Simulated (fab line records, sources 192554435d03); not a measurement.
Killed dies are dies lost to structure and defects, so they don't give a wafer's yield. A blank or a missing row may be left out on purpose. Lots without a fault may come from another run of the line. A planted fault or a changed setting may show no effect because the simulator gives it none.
fab line records | flow n5_finfet | part 2 of 2: steps 4 to 6 of 6
record lots=22 wafers=66 last_day=17
route steps=1938 shown BEOL_M14@1729 BEOL_M15@1784
lots that met no fault: from a run of the same line without faults
start_h: hours from the record's first day to the start of the lot's first wafer shown | wait_h: hours since the lot's step before | " the same as in the row above | L1.1+2: a row that stands for several wafers | - no value, or no start given | * or withheld: withheld | < > ~ a bound
route shown NAME@n: a module of which the file shows steps, and the number in the route of the first | usual: mean/standard deviation of fault-free wafers | same: alike in all rows | chamber/n: place in a boat | sites: the reading at each site | _std_site: their standard deviation | _edge_site: outer sites' mean less inner sites' | radius_mm: how far each site lies from the wafer's centre | mask NAME#n: copy n | behind: the tool/chamber that last shaped the wafer | hold: why the lot was held/for how many hours/how that ended | device: the transistor (n, p or np) that didn't switch | end of line: the same wafers' tests at the end of the route | a step without rows: its recipe alone | killed: dies lost to structure and defects at the first sort, not the wafer's yield | map: a wafer's dies, x killed, . not, _ none there
set.NAME: the setting as run; set.NAME@STEP: as run at that earlier step | model.NAME: the simulator's own value behind a step, which no gauge read
steps of the route over a sample of lots; a table a step, a row a wafer
services: from which hour (start_h, from the record's first day; less than 0 if before it) a tool's chamber was out of use, for how many hours, and why
## steps
# step N5_BEOL_M14_STRIP_37
# recipe chemistry=O2 power_w=600 temp_c=60 pressure_mtorr=30 rf_frequency_hz=6e+07 bias_power_w=0 overash_fraction=0.3 o2_flow_sccm=225
# usual drypump_motor_current_A=6.0/0.44 oes_product_au=0.85/0.091 rf_vpp_V=3.6/0.97 showerhead_plenum_p_Torr=2.10/0.073 throttle_valve_pct=16.50/0.27
# same overash_fraction=0.3
# columns lot.wafer tool chamber start_h wait_h drypump_motor_current_A oes_product_au rf_hours_counter_h rf_vpp_V showerhead_plenum_p_Torr throttle_valve_pct
L076.1 rie_diel-03 0 246.68 4.2 5.3 0.70 214 3.8 2.08 16.82
L076.2 " 3 " " 5.5 0.85 66 2.8 2.04 16.64
L076.4 " 0 " " 5.3 0.69 - 3.1 2.08 16.82
L075.1 rie_diel-03 1 253.90 8.0 6.6 0.83 83 3.7 2.03 16.33
L075.2 " 3 " " 5.5 0.85 69 4.6 2.04 16.64
L075.3 " 0 " " 5.3 0.69 217 4.6 2.08 16.82
L077.2 rie_diel-03 1 254.57 3.4 6.6 0.83 84 3.3 2.03 16.32
L077.3 " 0 " " 5.3 0.70 217 2.8 2.08 16.80
L077.5 " 1 " " 6.5 0.82 - 2.8 2.03 16.37
L078.2 rie_diel-03 3 271.54 0.7 5.5 0.82 76 2.7 2.03 16.65
L078.3 " 1 " " 6.6 0.82 91 3.3 2.03 16.32
L078.6 " 0 " " 5.3 0.68 - 3.8 2.08 16.85
L079.1 rie_diel-03 3 283.08 0.3 5.5 0.84 79 4.0 2.03 16.64
L079.4 " 0 " " 5.3 0.69 227 4.1 2.08 16.86
L079.6 " 3 " " 5.5 0.85 - 4.8 2.03 16.65
L080.4 rie_diel-04 3 285.65 0.6 6.1 0.76 - 4.9 2.00 16.47
L080.5 " 1 " " 6.1 0.93 - 3.3 2.16 16.22
L080.6 " 0 " " 6.6 0.67 - 5.3 2.17 16.64
L081.3 rie_diel-04 2 292.63 5.2 6.3 0.97 2 2.6 2.04 16.46
L081.4 " 0 " " 6.6 0.67 248 4.5 2.16 16.64
L081.5 " 2 " " 6.3 0.99 - 3.3 2.04 16.48
L084.1 rie_diel-03 2 300.21 0.1 6.0 0.96 11 3.1 2.14 16.86
L084.2 " 3 " " 5.5 0.83 85 4.8 2.03 16.65
L084.6 " 2 " " 6.0 0.96 - 4.1 2.14 16.78
L082.1 rie_diel-03 1 303.90 0.8 6.6 0.82 101 2.9 2.02 16.39
L082.2 " 3 " " 5.5 0.81 86 4.2 2.03 16.65
L082.6 " 2 " " 6.0 0.94 - 2.1 2.14 16.79
L083.2 rie_diel-03 2 304.07 0.5 6.0 0.94 12 4.4 2.14 16.80
L083.4 " 0 " " 5.4 0.68 234 3.1 2.08 16.87
L083.6 " 1 " " 6.6 0.81 - 4.7 2.02 16.37
L085.1 rie_diel-05 3 322.32 4.4 6.1 0.93 7 2.8 2.12 15.93
L085.5 " 3 " " 6.1 0.93 - 5.1 2.12 15.95
L085.6 " 2 " " 5.9 0.91 - 4.7 2.23 16.55
L087.1 rie_diel-04 0 326.50 0.4 6.6 0.98 2 3.4 2.16 16.25
L087.5 " 0 " " 6.6 0.97 - 5.1 2.16 16.20
L087.6 " 1 " " 6.1 0.91 - 3.3 2.15 16.23
L089.1 rie_diel-05 0 334.27 2.8 5.9 0.88 27 2.8 2.24 16.27
L089.3 " 3 " " 6.1 0.91 12 4.4 2.12 15.98
L089.4 " 3 " " 6.1 0.92 - 3.2 2.12 16.00
L086.1 rie_diel-04 1 339.89 0.2 6.1 0.89 27 3.8 2.15 16.27
L086.2 " 2 " " 6.4 0.93 23 5.2 2.03 16.46
L086.4 " 2 " " 6.3 0.92 - 4.4 2.03 16.50
L088.1 rie_diel-05 2 348.09 0.0 6.0 0.90 51 3.6 2.23 16.57
L088.4 " 1 " " 5.0 0.98 1 3.6 2.05 16.13
L088.5 " 3 " " 6.2 0.91 - 6.0 2.12 15.98
L090.3 rie_diel-05 1 352.78 2.7 5.0 0.98 2 4.0 2.05 16.14
L090.5 " 1 " " 5.0 0.97 - 2.1 2.05 16.10
L090.6 " 0 " " 5.8 0.89 - 2.0 2.24 16.29
L092.2 rie_diel-04 3 357.02 0.1 6.1 0.73 185 4.5 2.00 16.54
L092.4 " 2 " " 6.4 0.88 29 4.3 2.03 16.51
L092.6 " 1 " " 6.1 0.88 - 4.7 2.15 16.26
L091.1 rie_diel-03 2 359.25 1.4 6.0 0.90 35 3.0 2.13 16.81
L091.4 " 0 " " 5.3 0.67 249 3.9 2.07 16.88
L091.5 " 2 " " 6.0 0.91 - 1.9 2.13 16.83
L094.1 rie_diel-03 3 382.66 1.3 5.5 0.80 118 4.3 2.02 16.74
L094.2 " 1 " " 6.6 0.79 133 4.2 2.01 16.41
L094.6 " 2 " " 6.0 0.87 - 3.8 2.13 16.88
L097.1 rie_diel-03 2 382.82 0.7 6.0 0.90 46 2.2 2.13 16.87
L097.2 " 3 " " 5.5 0.79 118 4.6 2.02 16.72
L097.3 " 0 " " 5.4 1.00 1 3.0 2.07 16.49
L095.3 rie_diel-04 2 386.27 0.2 6.3 0.89 38 4.2 2.02 16.54
L095.5 " 0 " " 6.6 0.93 - 4.1 2.16 16.25
L095.6 " 1 " " 6.1 0.87 - 2.4 2.15 16.28
L096.1 rie_diel-05 1 391.18 0.6 5.0 0.91 16 4.6 2.05 16.14
L096.4 " 2 " " 5.9 0.85 66 2.6 2.22 16.57
L096.6 " 0 " " 5.9 0.86 - 1.7 2.23 16.29
# step N5_BEOL_M14_ETCH_38
# recipe chemistry=CF4/N2 target=SiCN target_depth_a=1065 taper_deg=2 time_s=120.6 ion_energy_ev=150 mask_material=SiO2 pressure_mtorr=40 source_w=430 bias_w=70 Ar_flow_sccm=100 cf4_flow_sccm=60 n2_flow_sccm=60
# usual drypump_motor_current_A=6.0/0.43 oes_product_au=0.85/0.09 rf_vpp_V=382.4/1.9 showerhead_plenum_p_Torr=2.21/0.066 throttle_valve_pct=15.28/0.27
# same time_s=120.6
# columns lot.wafer tool chamber start_h wait_h drypump_motor_current_A oes_product_au rf_hours_counter_h rf_vpp_V showerhead_plenum_p_Torr throttle_valve_pct
L076.1 rie_diel-03 0 - - 5.4 0.70 214 381.2 2.19 15.56
L076.2 " 3 " " 5.5 0.86 66 380.5 2.16 15.49
L076.4 " 0 " " 5.3 0.70 - 382.4 2.19 15.56
L075.1 rie_diel-03 1 - - 6.6 0.85 83 379.8 2.15 15.17
L075.2 " 3 " " 5.5 0.84 69 381.4 2.16 15.47
L075.3 " 0 " " 5.3 0.70 217 381.9 2.18 15.59
L077.2 rie_diel-03 1 - - 6.6 0.84 84 381.1 2.15 15.19
L077.3 " 0 " " 5.3 0.70 217 381.4 2.18 15.58
L077.5 " 1 " " 6.6 0.84 - 380.6 2.15 15.18
L078.2 rie_diel-03 3 - - 5.5 0.84 76 381.0 2.16 15.51
L078.3 " 1 " " 6.6 0.83 91 379.6 2.15 15.19
L078.6 " 0 " " 5.4 0.69 - 381.3 2.18 15.60
L079.1 rie_diel-03 3 - - 5.5 0.84 79 382.0 2.16 15.51
L079.4 " 0 " " 5.3 0.69 227 382.0 2.18 15.61
L079.6 " 3 " " 5.5 0.84 - 380.5 2.16 15.51
L080.4 rie_diel-04 3 - - 6.1 0.75 - 379.0 2.12 15.29
L080.5 " 1 " " 6.1 0.95 - 383.7 2.25 14.89
L080.6 " 0 " " 6.6 0.67 - 384.1 2.26 15.35
L081.3 rie_diel-04 2 - - 6.4 0.98 2 381.7 2.16 15.32
L081.4 " 0 " " 6.6 0.66 248 383.5 2.26 15.36
L081.5 " 2 " " 6.4 0.99 - 381.4 2.16 15.33
L084.1 rie_diel-03 2 - - 5.9 0.96 11 382.3 2.25 15.52
L084.2 " 3 " " 5.5 0.84 85 381.8 2.16 15.51
L084.6 " 2 " " 5.9 0.96 - 382.9 2.25 15.53
L082.1 rie_diel-03 1 - - 6.6 0.83 101 381.1 2.14 15.22
L082.2 " 3 " " 5.5 0.83 86 380.2 2.16 15.54
L082.6 " 2 " " 6.0 0.95 - 384.6 2.25 15.52
L083.2 rie_diel-03 2 - - 6.0 0.94 13 383.7 2.25 15.53
L083.4 " 0 " " 5.3 0.68 234 382.3 2.18 15.60
L083.6 " 1 " " 6.5 0.82 - 381.3 2.14 15.20
L085.1 rie_diel-05 3 - - 6.1 0.92 7 382.3 2.25 14.83
L085.5 " 3 " " 6.1 0.92 - 383.3 2.25 14.85
L085.6 " 2 " " 6.0 0.91 - 385.5 2.34 15.29
L087.1 rie_diel-04 0 - - 6.5 0.96 2 383.9 2.25 14.88
L087.5 " 0 " " 6.5 0.95 - 382.9 2.26 14.89
L087.6 " 1 " " 6.0 0.91 - 383.1 2.24 14.91
L089.1 rie_diel-05 0 - - 5.8 0.91 27 385.9 2.33 14.97
L089.3 " 3 " " 6.1 0.91 12 382.7 2.25 14.84
L089.4 " 3 " " 6.1 0.90 - 382.3 2.25 14.85
L086.1 rie_diel-04 1 - - 6.0 0.90 27 381.9 2.24 14.91
L086.2 " 2 " " 6.4 0.92 23 381.6 2.16 15.36
L086.4 " 2 " " 6.4 0.90 - 381.6 2.16 15.36
L088.1 rie_diel-05 2 - - 5.9 0.89 51 385.0 2.34 15.31
L088.4 " 1 " " 5.0 0.97 1 380.7 2.17 14.93
L088.5 " 3 " " 6.2 0.89 - 383.1 2.25 14.87
L090.3 rie_diel-05 1 - - 5.0 0.96 2 382.5 2.17 14.93
L090.5 " 1 " " 5.0 0.96 - 382.1 2.17 14.94
L090.6 " 0 " " 5.9 0.89 - 386.4 2.33 14.99
L092.2 rie_diel-04 3 - - 6.1 0.72 185 379.7 2.11 15.34
L092.4 " 2 " " 6.4 0.90 29 380.3 2.15 15.37
L092.6 " 1 " " 6.1 0.89 - 383.0 2.24 14.94
L091.1 rie_diel-03 2 - - 5.9 0.89 35 383.6 2.24 15.56
L091.4 " 0 " " 5.3 0.67 249 380.9 2.17 15.63
L091.5 " 2 " " 5.9 0.89 - 382.8 2.24 15.58
L094.1 rie_diel-03 3 - - 5.5 0.79 118 379.7 2.15 15.56
L094.2 " 1 " " 6.6 0.79 133 380.7 2.13 15.27
L094.6 " 2 " " 6.0 0.87 - 385.0 2.24 15.59
L097.1 rie_diel-03 2 - - 5.9 0.88 46 382.9 2.24 15.59
L097.2 " 3 " " 5.5 0.79 118 379.9 2.15 15.58
L097.3 " 0 " " 5.3 0.98 1 379.2 2.17 15.20
L095.3 rie_diel-04 2 - - 6.4 0.89 38 380.9 2.15 15.37
L095.5 " 0 " " 6.6 0.90 - 383.6 2.25 14.91
L095.6 " 1 " " 6.1 0.87 - 382.8 2.24 14.96
L096.1 rie_diel-05 1 - - 5.0 0.90 16 380.9 2.17 14.95
L096.4 " 2 " " 6.0 0.86 66 386.9 2.33 15.33
L096.6 " 0 " " 5.8 0.86 - 385.9 2.33 15.01
# step N5_BEOL_M15_OVL_MEAS_11
# recipe points_per_wafer=44
# usual V14_OVL=-2/4.6
# columns lot.wafer tool chamber start_h wait_h V14_OVL[nm]
L076.1 overlay-02 0 249.05 0.0 0
L076.2 " 0 " " -14
L076.4 " 0 " " -1
L075.1 overlay-02 0 257.22 0.0 7
L075.2 " 0 " " -4
L075.3 " 0 " " 2
L077.2 overlay-01 0 257.38 0.0 -10
L077.3 " 0 " " -1
L077.5 " 0 " " -1
L078.2 overlay-01 0 273.83 0.0 1
L078.3 " 0 " " -9
L078.6 " 0 " " -2
L079.1 overlay-02 0 286.20 0.0 -9
L079.4 " 0 " " 2
L079.6 " 0 " " -2
L080.4 overlay-01 0 288.45 0.0 1
L080.5 " 0 " " 4
L080.6 " 0 " " 5
L081.3 overlay-01 0 296.01 0.0 4
L081.4 " 0 " " -5
L081.5 " 0 " " -2
L084.1 overlay-01 0 302.72 0.0 1
L084.2 " 0 " " 4
L084.6 " 0 " " 1
L082.1 overlay-02 0 306.40 0.1 -12
L082.2 " 0 " " 1
L082.6 " 0 " " -5
L083.2 overlay-02 0 306.79 0.0 -5
L083.4 " 0 " " -2
L083.6 " 0 " " -3
L085.1 overlay-02 0 325.37 0.0 2
L085.5 " 0 " " 1
L085.6 " 0 " " -2
L087.1 overlay-02 0 329.15 0.0 -3
L087.5 " 0 " " -6
L087.6 " 0 " " -4
L089.1 overlay-01 0 336.87 0.0 -4
L089.3 " 0 " " 7
L089.4 " 0 " " -2
L086.1 overlay-02 0 342.39 0.0 6
L086.2 " 0 " " 0
L086.4 " 0 " " 3
L088.1 overlay-01 0 350.55 0.0 -12
L088.4 " 0 " " -3
L088.5 " 0 " " -11
L090.3 overlay-02 0 355.98 0.0 -5
L090.5 " 0 " " -4
L090.6 " 0 " " -8
L092.2 overlay-02 0 359.21 0.0 -8
L092.4 " 0 " " 1
L092.6 " 0 " " -8
L091.1 overlay-01 0 361.84 0.0 -2
L091.4 " 0 " " 3
L091.5 " 0 " " -2
L094.1 overlay-01 0 385.31 0.0 4
L094.2 " 0 " " -1
L094.6 " 0 " " 4
L097.1 overlay-01 0 385.47 0.0 -6
L097.2 " 0 " " 2
L097.3 " 0 " " -4
L095.3 overlay-01 0 388.84 0.0 -4
L095.5 " 0 " " -4
L095.6 " 0 " " 0
L096.1 overlay-01 0 394.45 0.0 0
L096.4 " 0 " " -4
L096.6 " 0 " " 5
## services
# columns tool chamber start_h hours kind
rie_diel-04 - 223.43 2.3 repair
rie_diel-04 1 231.41 - clean
rie_diel-04 1 231.41 - consumable_replace:focus_ring
rie_diel-04 1 231.41 34.0 scheduled_down
rie_diel-04 1 231.41 34.0 vent_cycle
rie_diel-03 1 242.80 8.4 repair
rie_diel-03 2 252.65 - clean
rie_diel-03 2 252.65 - consumable_replace:focus_ring
rie_diel-03 2 252.65 16.5 scheduled_down
rie_diel-03 2 252.65 16.5 vent_cycle
rie_diel-04 3 254.77 12.9 repair
rie_diel-04 2 268.27 - clean
rie_diel-04 2 268.27 - consumable_replace:focus_ring
rie_diel-04 2 268.27 18.8 scheduled_down
rie_diel-04 2 268.27 18.8 vent_cycle
rie_diel-04 0 305.58 - clean
rie_diel-03 3 308.90 6.4 repair
rie_diel-04 3 323.50 7.8 repair
rie_diel-04 0 329.44 10.8 repair
rie_diel-03 0 331.16 12.6 repair
rie_diel-03 0 364.21 - clean
rie_diel-03 0 364.21 - consumable_replace:focus_ring
rie_diel-03 0 364.21 16.5 scheduled_down
rie_diel-03 0 364.21 16.5 vent_cycle
